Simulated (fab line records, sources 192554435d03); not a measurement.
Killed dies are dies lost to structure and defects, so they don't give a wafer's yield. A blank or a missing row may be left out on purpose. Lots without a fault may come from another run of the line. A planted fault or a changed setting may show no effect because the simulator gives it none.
Which tool did it? | flow n5_finfet | 11 lots, 33 wafers sampled, at 4 steps of a route of 1938

WHAT THE GAUGES READ, wafer by wafer
N5_MIM_TOP_LITHO_OVL_MEAS_11. Usual: MIM_TOP_OVL -2 nm, standard deviation 7.
lot  | measured     | on         | MIM_TOP_OVL (nm) | flag
L166 | day 14 12:23 | overlay-01 | 4 -1 0           |
L170 | day 16 16:01 | overlay-01 | 1 1 -4           |
L174 | day 16 17:03 | overlay-01 | 5 -3 6           |
L176 | day 17 03:49 | overlay-01 | -3 -8 1          |
L180 | day 18 02:41 | overlay-01 | 5 8 7            |
L182 | day 18 17:29 | overlay-01 | -3 8 6           |
L181 | day 19 05:43 | overlay-02 | -11 -13 -14      |
L184 | day 19 08:43 | overlay-01 | -1 3 -4          |
L183 | day 19 23:32 | overlay-01 | -13 -9 -9        |
L187 | day 20 11:28 | overlay-02 | -6 -7 -7         |
L186 | day 21 18:28 | overlay-01 | -7 0 -6          |

N5_MIM_BOT_LITHO_CD_MEAS_08: target cd 3000 nm. Usual: cd_nm 2999.3 nm, standard deviation 2.7.
lot  | measured     | on        | cd_nm (nm)           | flag
L166 | day 14 13:13 | cd_sem-02 | 2998.3 2999.6 3000.6 |
L170 | day 16 16:53 | cd_sem-01 | 2998.6 2999.3 3002.9 |
L174 | day 16 18:22 | cd_sem-03 | 3003.8 3000.0 2999.8 |
L176 | day 17 04:39 | cd_sem-01 | 3000.8 2995.2 2996.8 |
L180 | day 18 03:23 | cd_sem-03 | 2998.4 2995.7 2997.4 |
L182 | day 18 18:14 | cd_sem-03 | 2997.1 3000.6 3000.1 |
L181 | day 19 06:25 | cd_sem-01 | 2999.2 2997.8 3001.2 |
L184 | day 19 09:32 | cd_sem-03 | 3001.3 3000.1 3001.5 |
L183 | day 20 00:15 | cd_sem-01 | 3002.0 3000.0 2997.5 |
L187 | day 20 12:25 | cd_sem-02 | 2997.0 2998.6 2998.7 |
L186 | day 21 19:12 | cd_sem-03 | 2995.3 2998.6 2997.1 |

WHICH TOOL RAN EACH LOT (tool, then ch and the chambers of the sampled wafers, then the start)
lot  | N5_BEOL_M15_DEP_53              | N5_MIM_TOP_ETCH_STRIP_01
L166 | pecvd-03 ch 1,2, day 14 06:50   | rie_diel-02 ch 0,2, day 14 12:41
L170 | pecvd-03 ch 1,2, day 16 08:02   | rie_diel-06 ch 1,2,3, day 16 16:26
L174 | pecvd-04 ch 0,1, day 16 13:46   | rie_diel-06 ch 0,1,3, day 16 17:49
L176 | pecvd-03 ch 0,1,2, day 16 22:44 | rie_diel-06 ch 1,2,3, day 17 04:06
L180 | pecvd-01 ch 0,1, day 17 22:49   | rie_diel-06 ch 0,1,3, day 18 02:58
L182 | pecvd-03 ch 0,1, day 18 12:57   | rie_diel-02 ch 0,2,3, day 18 17:49
L181 | pecvd-03 ch 0,1,2, day 19 00:57 | rie_diel-03 ch 2,3, day 19 06:00
L184 | pecvd-03 ch 0,1,2, day 19 05:26 | rie_diel-02 ch 0,1,2, day 19 09:00
L183 | pecvd-01 ch 1,2, day 19 21:03   | rie_diel-02 ch 0,1,3, day 19 23:50
L187 | pecvd-03 ch 0,1, day 20 07:19   | rie_diel-06 ch 1,2,3, day 20 11:52
L186 | pecvd-04 ch 1,2, day 21 13:26   | rie_diel-03 ch 0,3, day 21 18:47
- N5_BEOL_M15_DEP_53: deposits SiCN from 3MS/NH3, target thk 50 nm, time 17.8 s.
- N5_MIM_TOP_ETCH_STRIP_01: strips in O2.

WHAT THE TOOLS THEMSELVES READ (means of the sampled wafers that have a number; where no wafer has one, the mark that the record gives instead)
N5_BEOL_M15_DEP_53. Usual: showerhead_plenum_p_Torr 4.151 Torr, standard deviation 0.022; throttle_valve_pct 18.1 %, standard deviation 1.1.
lot  | tool     | showerhead_plenum_p_Torr (Torr) | throttle_valve_pct (%) | flag
L166 | pecvd-03 | 4.139                           | 17.2                   |
L170 | pecvd-03 | 4.138                           | 17.3                   |
L174 | pecvd-04 | 4.167                           | 19.6                   |
L176 | pecvd-03 | 4.157                           | 18.0                   |
L180 | pecvd-01 | 4.135                           | 18.8                   |
L182 | pecvd-03 | 4.166                           | 18.5                   |
L181 | pecvd-03 | 4.154                           | 17.8                   |
L184 | pecvd-03 | 4.147                           | 17.9                   |
L183 | pecvd-01 | 4.159                           | 18.3                   |
L187 | pecvd-03 | 4.172                           | 18.4                   |
L186 | pecvd-04 | 4.163                           | 17.2                   |

N5_MIM_TOP_ETCH_STRIP_01. Usual: chamber_pressure_mTorr 30.01 mTorr, standard deviation 0.086; drypump_motor_current_A 5.7 A, standard deviation 0.37; oes_product_au 0.81 a.u., standard deviation 0.083; rf_vpp_V 3.8 V, standard deviation 1.3; showerhead_plenum_p_Torr 2.09 Torr, standard deviation 0.079; temp_c 59.99 C, standard deviation 0.11; throttle_valve_pct 16.59 %, standard deviation 0.21.
lot  | tool        | chamber_pressure_mTorr (mTorr) | drypump_motor_current_A (A) | oes_product_au (a.u.) | rf_vpp_V (V) | showerhead_plenum_p_Torr (Torr) | temp_c (C) | throttle_valve_pct (%) | flag
L166 | rie_diel-02 | 29.96                          | 5.7                         | 0.81                  | 3.7          | 1.97                            | 60.07      | 16.76                  |
L170 | rie_diel-06 | 29.94                          | 5.4                         | 0.87                  | 5.6          | 2.08                            | 59.88      | 16.34                  |
L174 | rie_diel-06 | 30.03                          | 5.7                         | 0.87                  | 2.8          | 2.08                            | 59.99      | 16.45                  |
L176 | rie_diel-06 | 30.04                          | 5.4                         | 0.87                  | 3.1          | 2.08                            | 60.24      | 16.37                  |
L180 | rie_diel-06 | 30.04                          | 5.7                         | 0.83                  | 3.8          | 2.07                            | 60.27      | 16.48                  |
L182 | rie_diel-02 | 29.96                          | 5.8                         | 0.76                  | 3.3          | 2.05                            | 59.98      | 16.83                  |
L181 | rie_diel-03 | 30.07                          | 5.5                         | 0.79                  | 3.1          | 2.17                            | 60.06      | 16.52                  |
L184 | rie_diel-02 | 30.05                          | 5.6                         | 0.77                  | 3.4          | 1.99                            | 59.89      | 16.73                  |
L183 | rie_diel-02 | 29.96                          | 5.7                         | 0.87                  | 3.2          | 2.08                            | 59.95      | 16.60                  |
L187 | rie_diel-06 | 29.97                          | 5.4                         | 0.83                  | 3.7          | 2.07                            | 60.06      | 16.39                  |
L186 | rie_diel-03 | 29.94                          | 5.8                         | 0.75                  | 4.5          | 2.12                            | 59.96      | 16.60                  |

THE ANSWER, worked out from the rows above alone
Rule: a lot is off if the mean of its wafers that have a number lies more than 3 standard deviations from the usual mean. A lot without any number at a reading at which 4 lots or more have one is off too. The other lots that the step has rows for count as sound. The gauges are gone through in route order, then the tools' own readings, and for those a lot's mean is taken as printed above. The first step at which some lot is off is used, and at that step the reading that is off furthest; a lot without a number counts as furthest.
No lot is off at any reading shown: from this, nothing can be told.

WHAT THE SIMULATOR HAD PUT IN
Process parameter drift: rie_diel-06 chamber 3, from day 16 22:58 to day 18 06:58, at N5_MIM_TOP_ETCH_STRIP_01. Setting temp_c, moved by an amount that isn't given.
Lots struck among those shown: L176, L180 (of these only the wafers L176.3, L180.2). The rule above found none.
